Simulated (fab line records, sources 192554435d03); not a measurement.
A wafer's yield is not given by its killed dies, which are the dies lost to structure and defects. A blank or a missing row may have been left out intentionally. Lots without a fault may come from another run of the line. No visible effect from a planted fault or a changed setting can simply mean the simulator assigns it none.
Which tool is to blame? ; flow n5_finfet ; 28 wafers from 10 lots sampled at 7 of the route's 1938 steps

WHAT THE GAUGES READ, wafer by wafer
N5_BEOL_M1_INSPECT_59: inspects for defects (darkfield). Usual: 68 for raw_defect_count, sd 23.
lot;measured;on;raw_defect_count;flag
L225;day 6 11:53;defect_inspect-02;51 49;
L227;day 6 15:59;defect_inspect-02;62 61 82;
L235;day 8 21:54;defect_inspect-02;83 55 48;
L236;day 9 09:20;defect_inspect-02;52 82 47;
L238;day 9 15:44;defect_inspect-01;1414 1341 1475;OFF
L242;day 10 13:32;defect_inspect-02;1439 1348 1441;OFF
L245;day 11 13:01;defect_inspect-01;53 85 63;
L246;day 11 23:21;defect_inspect-01;82 68 79;
L247;day 12 02:17;defect_inspect-01;98 117 90;
L248;day 12 06:35;defect_inspect-02;47 43;

N5_BEOL_M2_INSPECT_13: inspects for defects (brightfield). Usual: 406 for raw_defect_count, sd 81.
lot;measured;on;raw_defect_count;flag
L225;day 6 15:37;defect_inspect-02;320 399;
L227;day 6 17:43;defect_inspect-01;387 342 458;
L235;day 9 00:13;defect_inspect-02;374 417 351;
L236;day 9 11:42;defect_inspect-02;443 542 376;
L238;day 9 19:11;defect_inspect-02;1795 1685 1846;OFF
L242;day 10 14:48;defect_inspect-02;1822 1594 1768;OFF
L245;day 11 14:30;defect_inspect-01;396 341 602;
L246;day 12 01:38;defect_inspect-02;395 442 377;
L247;day 12 03:08;defect_inspect-01;414 521 474;
L248;day 12 08:00;defect_inspect-02;473 419;

N5_BEOL_M4_RC_MEAS_101. Usual: DIBL_N 35.8 mV/V, standard deviation 1.7; DIBL_P 35.9 mV/V, standard deviation 1.9; IOFF_N 0.151 nA/um, standard deviation 0.028; IOFF_P 0.21 nA/um, standard deviation 0.037; ION_N 673 uA/um, standard deviation 12; ION_P 463 uA/um, standard deviation 8.3; SS_N 71.4 mV/dec, standard deviation 0.59; SS_P 73.2 mV/dec, standard deviation 0.63; VT_N 250 mV, standard deviation 3.2; VT_P -250 mV, standard deviation 3.7.
lot;measured;on;DIBL_N (mV/V);DIBL_P (mV/V);IOFF_N (nA/um);IOFF_P (nA/um);ION_N (uA/um);ION_P (uA/um);SS_N (mV/dec);SS_P (mV/dec);VT_N (mV);VT_P (mV);flag
L225;day 7 17:10;prober-02;36.1 35.2;36.0 35.2;0.141 0.130;0.21 0.21;667 660;462 457;71.5 71.2;73.7 73.0;249 254;-247 -250;
L227;day 7 22:12;prober-01;37.0 37.4 37.3;36.9 37.2 36.3;0.171 0.197 0.185;0.26 0.28 0.27;668 688 674;466 476 470;72.2 71.6 71.8;74.2 74.1 74.2;251 245 246;-245 -243 -243;
L235;day 10 05:59;prober-02;39.0 35.2 35.4;38.5 36.1 36.3;0.201 0.139 0.157;0.25 0.20 0.22;678 669 690;464 460 471;72.6 71.8 71.9;73.6 73.6 72.8;248 252 249;-244 -250 -248;
L236;day 10 16:44;prober-01;35.7 33.5 34.9;36.6 33.9 36.0;0.149 0.116 0.136;0.18 0.15 0.17;683 666 656;462 460 449;70.8 71.0 70.9;72.9 72.7 73.7;251 252 249;-254 -259 -254;
L238;day 11 05:10;prober-02;35.7 38.3 35.8;34.5 37.7 34.8;0.134 0.176 0.132;0.17 0.21 0.17;670 673 670;458 455 463;71.7 71.8 71.7;72.8 73.4 72.5;253 247 251;-254 -252 -255;
L242;day 11 23:42;prober-02;35.3 35.5 34.6;36.1 36.0 34.9;0.131 0.128 0.117;0.18 0.18 0.18;668 655 656;458 453 451;71.2 71.2 70.8;72.4 73.1 72.8;254 254 256;-252 -253 -255;
L245;day 12 21:56;prober-01;36.2 35.3 33.4;35.1 34.8 32.4;0.164 0.142 0.119;0.17 0.17 0.15;657 652 659;449 449 455;71.5 71.8 71.1;72.7 73.9 72.6;255 252 254;-254 -253 -254;
L246;day 14 04:58;prober-01;39.4 37.1 38.6;41.1 38.3 40.0;0.240 0.195 0.217;0.30 0.24 0.27;672 690 692;459 467 474;72.8 71.8 72.3;74.9 73.8 74.6;245 245 245;-246 -248 -246;
L247;day 14 09:05;prober-01;36.0 36.2 36.1;35.6 35.5 35.7;0.137 0.147 0.145;0.20 0.20 0.20;661 674 667;453 461 458;71.3 71.9 72.2;73.2 73.1 73.1;254 254 254;-247 -252 -248;
L248;day 13 16:53;prober-01;35.0 37.7;35.1 37.5;0.142 0.166;0.21 0.24;680 663;469 458;70.7 71.8;73.4 73.3;251 250;-249 -247;

EACH LOT AND THE TOOL THAT RAN IT (in order: tool; ch and the chambers of the sampled wafers; start)
lot;N5_BEOL_M1_ANNEAL_89;N5_BEOL_M1_ANNEAL_51;N5_BEOL_M1_DEP_57;N5_BEOL_M2_HM_DEP_02
L225;pvd_sputter-03, day 6 09:27;rtp_anneal-01 ch 0, day 6 10:50;pecvd-02 ch 1, day 6 11:47;pvd_sputter-01, day 6 15:08
L227;pvd_sputter-01, day 6 14:04;rtp_anneal-01 ch 0, day 6 15:03;pecvd-03 ch 0,1, day 6 15:53;pvd_sputter-01, day 6 17:14
L235;pvd_sputter-03, day 8 19:46;rtp_anneal-02 ch 0, day 8 20:46;pecvd-03 ch 0,1,2, day 8 21:49;pvd_sputter-01, day 8 23:43
L236;pvd_sputter-02, day 9 07:27;rtp_anneal-01 ch 0, day 9 08:26;pecvd-03 ch 0,1,2, day 9 09:14;pvd_sputter-01, day 9 11:12
L238;pvd_sputter-01, day 9 13:49;rtp_anneal-02 ch 0, day 9 14:52;pecvd-03 ch 1,2, day 9 15:39;pvd_sputter-02, day 9 18:34
L242;pvd_sputter-03, day 10 11:40;rtp_anneal-02 ch 0, day 10 12:40;pecvd-03 ch 0,1,2, day 10 13:27;pvd_sputter-01, day 10 14:19
L245;pvd_sputter-02, day 11 10:47;rtp_anneal-02 ch 0, day 11 12:08;pecvd-02 ch 0,1,2, day 11 12:55;pvd_sputter-01, day 11 14:01
L246;pvd_sputter-03, day 11 21:29;rtp_anneal-01 ch 0, day 11 22:29;pecvd-02 ch 0,1,2, day 11 23:16;pvd_sputter-03, day 12 01:01
L247;pvd_sputter-01, day 12 00:05;rtp_anneal-02 ch 0, day 12 01:10;pecvd-02 ch 0,2, day 12 02:11;pvd_sputter-01, day 12 02:38
L248;pvd_sputter-01, day 12 04:42;rtp_anneal-01 ch 0, day 12 05:47;pecvd-02 ch 2, day 12 06:29;pvd_sputter-02, day 12 07:23
- N5_BEOL_M1_ANNEAL_89: time 240 s.
- N5_BEOL_M1_ANNEAL_51: time 90 s.
- N5_BEOL_M1_DEP_57: deposits SiCN from 3MS/NH3, target thk 8 nm, time 14 s.
- N5_BEOL_M2_HM_DEP_02: deposits TiN, target thk 20 nm.

WHAT THE TOOLS THEMSELVES READ (means of the sampled wafers that have a number; where no wafer has one, the mark that the record gives instead)
N5_BEOL_M1_ANNEAL_89. Usual: 840 W for heater_power_w, sd 75.
lot;tool;heater_power_w (W);flag
L225;pvd_sputter-03;811;
L227;pvd_sputter-01;823;
L235;pvd_sputter-03;799;
L236;pvd_sputter-02;834;
L238;pvd_sputter-01;830;
L242;pvd_sputter-03;800;
L245;pvd_sputter-02;874;
L246;pvd_sputter-03;835;
L247;pvd_sputter-01;843;
L248;pvd_sputter-01;824;

N5_BEOL_M1_ANNEAL_51. Usual: 226.6 for wafer_temp_C_max, sd 0.33.
lot;tool;wafer_temp_C_max;flag
L225;rtp_anneal-01;226.4;
L227;rtp_anneal-01;226.5;
L235;rtp_anneal-02;226.6;
L236;rtp_anneal-01;226.7;
L238;rtp_anneal-02;226.8;
L242;rtp_anneal-02;226.5;
L245;rtp_anneal-02;226.8;
L246;rtp_anneal-01;226.2;
L247;rtp_anneal-02;226.5;
L248;rtp_anneal-01;226.9;

N5_BEOL_M1_DEP_57. Usual: showerhead_plenum_p_Torr 3.664 Torr, standard deviation 0.012; throttle_valve_pct 9.2 %, standard deviation 0.44.
lot;tool;showerhead_plenum_p_Torr (Torr);throttle_valve_pct (%);flag
L225;pecvd-02;3.682;9.4;
L227;pecvd-03;3.664;9.1;
L235;pecvd-03;3.667;8.9;
L236;pecvd-03;3.666;9.0;
L238;pecvd-03;3.665;8.8;
L242;pecvd-03;3.657;9.0;
L245;pecvd-02;3.661;9.2;
L246;pecvd-02;3.660;9.3;
L247;pecvd-02;3.656;9.1;
L248;pecvd-02;3.665;9.0;

N5_BEOL_M2_HM_DEP_02. Usual: 29.9 % for throttle_valve_pct, sd 1.2.
lot;tool;throttle_valve_pct (%);flag
L225;pvd_sputter-01;31.0;
L227;pvd_sputter-01;29.8;
L235;pvd_sputter-01;30.0;
L236;pvd_sputter-01;30.1;
L238;pvd_sputter-02;29.9;
L242;pvd_sputter-01;29.7;
L245;pvd_sputter-01;29.7;
L246;pvd_sputter-03;29.0;
L247;pvd_sputter-01;29.7;
L248;pvd_sputter-02;30.4;

THE ANSWER, worked out from the rows above alone
Rule: a lot counts as off when the mean over its wafers that have a number is more than 3 standard deviations away from the usual mean. Also off: a lot with no number at a reading for which 4 or more lots have one. Where the step has rows for the other lots, those lots are counted as sound. After the gauges, taken in route order, come the tools' own readings; for these a lot's mean is taken, as printed above. At the first step where some lot is off, the reading lying furthest off is the one used; lots without a number count as furthest.
Off, at N5_BEOL_M1_INSPECT_59 on raw_defect_count: L238, L242.
If a tool, at a process step before that reading, ran all the lots that are off and no sound lot after the first of them, it fits. The gauges at N5_BEOL_M1_INSPECT_59 are tried like those tools. One fits: N5_BEOL_M1_DEP_57 on pecvd-03. A fault onset in the window from L236 (day 9 09:14, its last sound lot) to L238 (day 9 15:39, its first lot off) fits.

WHAT THE SIMULATOR HAD INSERTED
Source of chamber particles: pecvd-03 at N5_BEOL_M1_DEP_57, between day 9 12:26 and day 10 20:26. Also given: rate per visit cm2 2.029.
Shown lots that were struck: L238, L242. This agrees with what the rule above found.
